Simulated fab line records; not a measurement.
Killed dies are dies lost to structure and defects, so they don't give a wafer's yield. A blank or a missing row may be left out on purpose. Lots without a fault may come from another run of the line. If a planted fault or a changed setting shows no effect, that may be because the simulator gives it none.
Matching of chambers ; flow nand-harc ; NHARC_A_BONDPAD_CMP_29 on cmp-04: 4 sister chambers
The step polishes SiCN, target thk 200 nm. 8 wafers are shown with their chamber, then 9 later ones without.

WAFERS WITH THEIR CHAMBER
wafer;chamber;motor-current-A (A);slurry-flow-ml-min
L292.2;0;12.2;149.9
L292.6;0;11.9;150.0
L289.2;2;13.0;150.1
L289.4;1;13.1;149.6
L289.6;3;11.2;149.9
L293.2;3;11.0;149.9
L293.3;1;13.5;150.2
L293.4;2;12.2;150.5

WAFERS WHOSE CHAMBER IS MISSING
wafer;motor-current-A (A);slurry-flow-ml-min
L307.2;10.7;149.8
L307.5;11.5;149.8
L307.6;12.2;150.1
L305.1;12.6;149.5
L305.2;12.3;150.0
L305.5;13.8;150.0
L309.1;12.0;150.0
L309.5;12.6;149.7
L309.6;13.9;149.8

EACH ONE'S CHAMBER
wafer;from the rows above;in truth
L307.2;3;3
L307.5;can't be placed: 3 or 0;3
L307.6;can't be placed: 0 or 2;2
L305.1;can't be placed: 0 or 1 or 2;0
L305.2;can't be placed: 0 or 2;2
L305.5;1;1
L309.1;can't be placed: 0 or 2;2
L309.5;can't be placed: 0 or 1 or 2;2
L309.6;1;1
Correctly placed: 3 of 9. Not placeable from these rows: 6 (in 6, the candidates include the true chamber). Number placed wrongly: 0.
How it was worked out, from the rows above alone: a wafer's distance from a chamber is the root of the sum, over the readings, of the square of ((its reading less the chamber's mean) divided by the reading's scatter). If the next closest chamber is less than 2 further off than the closest, the wafer can't be placed; otherwise it belongs to the closest. The mean given for a chamber averages the wafers shown for that chamber. The scatter is the square root of a quotient: the sum, over the shown wafers, of each reading's squared deviation from its chamber's mean, divided by wafers minus chambers.
